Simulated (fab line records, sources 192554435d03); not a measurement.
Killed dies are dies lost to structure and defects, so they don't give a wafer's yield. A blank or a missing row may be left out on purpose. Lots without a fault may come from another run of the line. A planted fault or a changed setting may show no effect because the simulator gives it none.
fab line records | flow n5_finfet | part 2 of 2: steps 5 to 6 of 6
record lots=20 wafers=60 last_day=17
route steps=1938 shown HKMG_FIN@419 GATE_CUT@469
lots that met no fault: from a run of the same line without faults
start_h: hours from the record's first day to the start of the lot's first wafer shown | wait_h: hours since the lot's step before | " the same as in the row above | L1.1+2: a row that stands for several wafers | - no value, or no start given | * or withheld: withheld | < > ~ a bound
route shown NAME@n: a module of which the file shows steps, and the number in the route of the first | usual: mean/standard deviation of fault-free wafers | same: alike in all rows | chamber/n: place in a boat | sites: the reading at each site | _std_site: their standard deviation | _edge_site: outer sites' mean less inner sites' | radius_mm: how far each site lies from the wafer's centre | mask NAME#n: copy n | behind: the tool/chamber that last shaped the wafer | hold: why the lot was held/for how many hours/how that ended | device: the transistor (n, p or np) that didn't switch | end of line: the same wafers' tests at the end of the route | a step without rows: its recipe alone | killed: dies lost to structure and defects at the first sort, not the wafer's yield | map: a wafer's dies, x killed, . not, _ none there
set.NAME: the setting as run; set.NAME@STEP: as run at that earlier step | model.NAME: the simulator's own value behind a step, which no gauge read
steps of the route over a sample of lots; a table a step, a row a wafer
services: from which hour (start_h, from the record's first day; less than 0 if before it) a tool's chamber was out of use, for how many hours, and why
## steps
# step N5_HKMG_FIN_ETCH_67
# recipe chemistry=N2/H2 target=SOC target_depth_a=3889 stop_on=TiN ion_energy_ev=100 bias_w=61 pressure_mtorr=30 source_w=850 n2_flow_sccm=200 h2_flow_sccm=200
# usual drypump_motor_current_A=5.7/0.41 h2_flow_sccm=200.0/0.62 oes_product_au=0.81/0.079 rf_vpp_V=240.7/1.4 showerhead_plenum_p_Torr=2.55/0.096 throttle_valve_pct=17.72/0.21
# columns lot.wafer tool chamber start_h wait_h drypump_motor_current_A h2_flow_sccm oes_product_au rf_hours_counter_h rf_vpp_V showerhead_plenum_p_Torr throttle_valve_pct
L074.1 rie_diel-05 1 79.14 - 5.9 200.0 0.88 29 241.5 2.59 17.31
L074.4 " 0 " " 5.7 200.0 0.80 - 241.5 2.67 17.76
L074.5 " 1 " " 5.9 198.9 0.88 - 241.6 2.59 17.34
L075.3 rie_diel-02 2 84.01 - 5.6 201.2 0.97 9 243.0 2.71 17.77
L075.4 " 1 " " 5.9 200.0 0.74 156 238.6 2.42 17.70
L075.6 " 3 " " 5.3 199.3 0.86 - 241.3 2.59 17.75
L076.3 rie_diel-04 3 88.88 - 5.0 199.5 0.89 26 241.9 2.60 17.75
L076.4 " 0 " " 5.0 199.7 0.72 197 238.6 2.42 17.89
L076.6 " 0 " " 5.0 200.2 0.72 - 238.8 2.42 17.87
L078.2 rie_diel-05 3 102.75 - 5.6 200.2 0.96 1 240.0 2.51 17.96
L078.4 " 2 " " 5.8 200.4 0.70 231 241.4 2.51 17.91
L078.5 " 0 " " 5.7 198.9 0.80 - 242.0 2.67 17.75
L079.2 rie_diel-05 3 108.01 - 5.7 199.4 0.94 3 239.4 2.50 18.00
L079.3 " 2 " " 5.8 200.1 0.70 233 240.1 2.51 17.93
L079.5 " 1 " " 5.9 199.6 0.85 - 240.6 2.59 17.32
L081.1 rie_diel-02 3 119.60 - 5.3 200.5 0.84 52 241.6 2.59 17.79
L081.3 " 0 " " 6.8 200.3 0.69 219 239.6 2.41 17.50
L081.6 " 0 " " 6.8 199.7 0.69 - 239.3 2.41 17.51
L082.2 rie_diel-02 3 127.42 - 5.3 199.5 0.84 54 239.8 2.59 17.77
L082.3 " 1 " " 5.9 201.0 0.73 171 236.8 2.42 17.73
L082.5 " 1 " " 5.9 199.7 0.73 - 239.7 2.42 17.74
L083.1 rie_diel-02 0 130.43 - 6.8 199.2 0.69 223 239.8 2.41 17.53
L083.4 " 1 " " 6.0 200.3 0.73 173 240.1 2.42 17.72
L083.5 " 1 " " 5.9 200.8 0.73 - 238.4 2.42 17.73
L084.2 rie_diel-04 3 139.68 - 5.0 200.1 0.85 45 241.0 2.59 17.79
L084.4 " 0 " " 5.1 200.7 0.71 - 239.8 2.42 17.91
L084.6 " 3 " " 5.0 200.3 0.86 - 241.6 2.59 17.79
L087.2 rie_diel-02 2 154.13 - 5.6 200.0 0.91 32 242.8 2.70 17.81
L087.4 " 3 " " 5.3 200.1 0.82 63 241.1 2.58 17.79
L087.5 " 1 " " 5.9 199.6 0.72 - 238.9 2.41 17.75
L088.1 rie_diel-05 1 165.35 - 6.0 200.5 0.82 60 241.3 2.58 17.39
L088.2 " 0 " " 5.7 200.2 0.77 120 242.4 2.66 17.80
L088.5 " 3 " " 5.7 199.1 0.89 - 240.6 2.50 18.03
L089.3 rie_diel-02 3 165.94 - 5.3 201.3 0.81 68 240.1 2.58 17.81
L089.4 " 2 " " 5.6 200.0 0.90 37 242.6 2.70 17.81
L089.5 " 2 " " 5.6 200.7 0.90 - 244.6 2.70 17.82
L090.3 rie_diel-02 1 175.29 - 5.9 200.0 0.72 188 238.9 2.41 17.75
L090.4 " 0 " " 6.8 199.5 0.68 238 238.3 2.40 17.54
L090.5 " 2 " " 5.6 201.1 0.90 - 242.7 2.69 17.81
L091.1 rie_diel-05 3 181.75 - 5.6 200.2 0.88 31 240.6 2.49 18.03
L091.2 " 0 " " 5.7 200.1 0.77 127 241.4 2.66 17.82
L091.4 " 0 " " 5.7 200.3 0.77 - 240.9 2.66 17.82
L092.2 rie_diel-05 2 184.63 - 5.9 200.4 0.98 0 241.0 2.51 17.50
L092.4 " 0 " " 5.7 199.6 0.77 128 241.8 2.66 17.82
L092.5 " 1 " " 5.9 199.7 0.82 - 241.6 2.57 17.39
L093.1 rie_diel-04 0 192.89 - 5.1 199.9 0.70 222 238.4 2.41 17.93
L093.4 " 2 " " 6.0 199.5 0.87 47 240.9 2.59 17.42
L093.5 " 3 " " 5.0 198.9 0.83 - 240.9 2.58 17.82
L094.1 rie_diel-04 2 199.46 - 6.0 200.0 0.86 51 241.4 2.58 17.45
L094.2 " 0 " " 5.0 200.4 0.69 226 240.0 2.41 17.92
L094.3 " 3 " " 5.0 199.5 0.82 71 240.3 2.58 17.82
L095.2 rie_diel-05 0 203.50 - 5.7 200.2 0.76 136 241.9 2.65 17.83
L095.4 " 2 " " 5.8 201.4 0.93 7 239.8 2.50 17.53
L095.6 " 0 " " 5.7 200.1 0.77 - 242.7 2.65 17.85
L096.3 rie_diel-05 0 208.50 - 5.7 200.8 0.76 138 242.4 2.65 17.84
L096.4 " 1 " " 5.9 200.2 0.80 78 241.9 2.57 17.40
L096.5 " 3 " " 5.7 199.6 0.84 - 240.1 2.49 18.04
L097.4 rie_diel-05 3 219.67 - 5.7 199.1 0.84 45 240.6 2.49 18.07
L097.5 " 2 " " 5.8 199.6 0.92 - 238.5 2.50 17.55
L097.6 " 1 " " 5.9 200.6 0.80 - 241.6 2.57 17.42
# step N5_GATE_CUT_ETCH_58
# recipe chemistry=CH3F/O2 target=SiNx target_depth_a=170 time_s=128.6 ion_energy_ev=50 pressure_mtorr=30 source_w=415 bias_w=21 Ar_flow_sccm=150 CH3F_flow_sccm=30 O2_flow_sccm=20
# usual O2_flow_sccm=20.00/0.061 drypump_motor_current_A=5.8/0.49 oes_product_au=0.82/0.091 rf_vpp_V=99.3/0.83 showerhead_plenum_p_Torr=2.05/0.061 throttle_valve_pct=16.2/0.3
# columns lot.wafer tool chamber start_h wait_h O2_flow_sccm drypump_motor_current_A oes_product_au rf_hours_counter_h rf_vpp_V showerhead_plenum_p_Torr throttle_valve_pct
L074.1 rie_diel-03 0 81.45 0.0 20.05 5.2 0.75 143 100.4 2.08 16.0
L074.4 " 2 " " 19.98 6.0 0.74 - 98.9 2.07 16.3
L074.5 " 0 " " 19.97 5.2 0.75 - 99.8 2.08 16.0
L075.3 rie_diel-03 1 86.35 0.0 20.00 5.9 0.77 156 100.2 2.08 16.4
L075.4 " 0 " " 19.99 5.2 0.75 144 100.3 2.08 16.0
L075.6 " 3 " " 20.00 5.7 0.96 - 99.7 2.04 16.1
L076.3 rie_diel-01 1 91.37 0.2 20.09 5.0 0.95 4 100.4 2.13 16.1
L076.4 " 3 " " 20.05 5.7 0.88 34 97.3 1.95 16.0
L076.6 " 2 " " 20.03 5.4 0.71 - 99.2 2.07 16.5
L078.2 rie_diel-03 1 105.18 0.0 19.95 5.9 0.77 160 99.3 2.08 16.4
L078.4 " 0 " " 20.07 5.2 0.75 148 98.9 2.08 16.0
L078.5 " 0 " " 20.02 5.3 0.76 - 98.8 2.08 16.0
L079.2 rie_diel-03 3 110.32 0.0 20.01 5.8 0.94 8 100.8 2.04 16.1
L079.3 " 0 " " 20.07 5.2 0.75 151 99.9 2.08 16.0
L079.5 " 0 " " 19.95 5.3 0.75 - 100.4 2.08 16.0
L081.1 rie_diel-06 0 121.95 0.0 20.09 5.0 0.89 29 100.2 2.12 16.0
L081.3 " 3 " " 20.04 6.2 0.99 2 98.7 2.04 15.6
L081.6 " 2 " " 20.01 6.4 0.73 - 99.0 1.91 16.8
L082.2 rie_diel-01 1 129.74 0.0 19.93 5.0 0.91 15 98.9 2.13 16.1
L082.3 " 0 " " 20.01 6.7 0.77 153 100.4 2.08 16.2
L082.5 " 3 " " 20.05 5.7 0.87 - 99.1 1.95 16.0
L083.1 rie_diel-01 3 132.78 0.0 20.10 5.7 0.88 46 98.7 1.95 16.0
L083.4 " 0 " " 20.08 6.7 0.77 154 99.9 2.08 16.2
L083.5 " 0 " " 20.03 6.7 0.77 - 100.3 2.08 16.2
L084.2 rie_diel-06 1 141.99 0.0 19.99 5.9 0.97 4 99.5 2.05 16.0
L084.4 " 2 " " 19.91 6.4 0.71 191 98.4 1.91 16.8
L084.6 " 3 " " 19.91 6.2 0.95 - 98.9 2.04 15.7
L087.2 rie_diel-03 3 156.48 0.0 19.95 5.7 0.91 19 98.1 2.04 16.1
L087.4 " 1 " " 20.05 5.9 0.75 177 99.6 2.08 16.4
L087.5 " 2 " " 19.97 6.0 0.74 - 100.7 2.07 16.3
L088.1 rie_diel-03 2 167.68 0.0 19.95 6.0 0.73 185 98.4 2.07 16.3
L088.2 " 1 " " 20.01 5.9 0.76 180 100.4 2.08 16.4
L088.5 " 1 " " 20.00 5.9 0.76 - 99.7 2.08 16.4
L089.3 rie_diel-03 2 170.63 0.1 20.10 6.0 0.74 186 98.1 2.06 16.3
L089.4 " 1 " " 20.00 5.9 0.75 181 98.9 2.08 16.4
L089.5 " 0 " " 19.96 5.3 0.73 - 98.4 2.08 16.0
L090.3 rie_diel-01 1 177.60 0.0 19.95 5.0 0.89 31 100.7 2.12 16.1
L090.4 " 2 " " 20.02 5.4 0.69 231 99.2 2.06 16.5
L090.5 " 0 " " 20.04 6.7 0.76 - 100.6 2.08 16.3
L091.1 rie_diel-01 3 184.15 0.0 20.04 5.7 0.85 63 99.0 1.94 16.0
L091.2 " 2 " " 19.96 5.4 0.69 234 99.3 2.06 16.5
L091.4 " 1 " " 20.08 5.0 0.88 - 100.0 2.12 16.1
L092.2 rie_diel-06 1 187.08 0.2 19.84 5.9 0.94 16 99.0 2.05 16.0
L092.4 " 0 " " 19.99 5.0 0.86 51 99.5 2.12 16.1
L092.5 " 0 " " 20.05 5.0 0.86 - 99.4 2.12 16.1
L093.1 rie_diel-03 2 195.32 0.1 19.99 6.0 0.73 194 98.1 2.06 16.3
L093.4 " 1 " " 20.10 5.9 0.74 - 98.9 2.07 16.4
L093.5 " 2 " " 19.97 6.0 0.72 - 99.2 2.06 16.3
L094.1 rie_diel-06 0 201.77 0.0 20.03 5.0 0.86 55 99.7 2.12 16.1
L094.2 " 1 " " 19.94 5.9 0.92 19 99.9 2.05 16.0
L094.3 " 2 " " 19.94 6.4 0.71 205 97.7 1.91 16.9
L095.2 rie_diel-06 1 206.24 0.1 19.99 5.9 0.92 21 99.6 2.05 16.0
L095.4 " 3 " " 20.01 6.2 0.91 29 98.7 2.03 15.7
L095.6 " 1 " " 20.00 5.9 0.92 - 99.0 2.04 16.0
L096.3 rie_diel-06 0 211.00 0.2 20.05 5.0 0.86 58 101.0 2.11 16.1
L096.4 " 2 " " 20.12 6.4 0.70 208 98.7 1.91 16.9
L096.5 " 0 " " 20.06 5.0 0.86 - 99.4 2.11 16.1
L097.4 rie_diel-06 3 221.99 0.0 20.12 6.2 0.90 34 99.3 2.03 15.7
L097.5 " 2 " " 20.02 6.4 0.70 - 97.9 1.91 16.9
L097.6 " 3 " " 20.07 6.2 0.89 - 98.3 2.03 15.7
## services
# columns tool chamber start_h hours kind
rie_diel-05 3 72.46 6.0 repair
rie_diel-01 3 77.93 7.1 repair
rie_diel-06 1 79.16 7.4 repair
rie_diel-04 0 85.48 1.2 repair
rie_diel-05 - 85.59 0.9 repair
ald_metal-01 1 93.28 1.5 repair
rie_diel-03 3 110.81 7.3 repair
rie_diel-04 2 121.14 23.0 repair
rie_diel-05 0 131.14 2.1 repair
rie_diel-03 0 139.33 1.5 repair
rie_diel-04 0 140.08 11.9 repair
rie_diel-01 2 145.18 8.5 repair
rie_diel-02 2 148.16 3.1 repair
ald_metal-04 - 152.22 2.8 pm
rie_diel-01 3 163.44 4.6 repair
rie_diel-04 0 167.44 22.2 repair
rie_diel-04 - 173.55 2.8 pm
rie_diel-06 2 178.70 3.8 repair
rie_diel-01 0 184.02 9.1 repair
rie_diel-02 - 192.50 0.7 repair
rie_diel-04 1 193.71 6.3 repair
rie_diel-03 3 194.87 4.1 repair
rie_diel-02 0 201.88 9.7 repair
rie_diel-03 3 202.36 63.7 repair
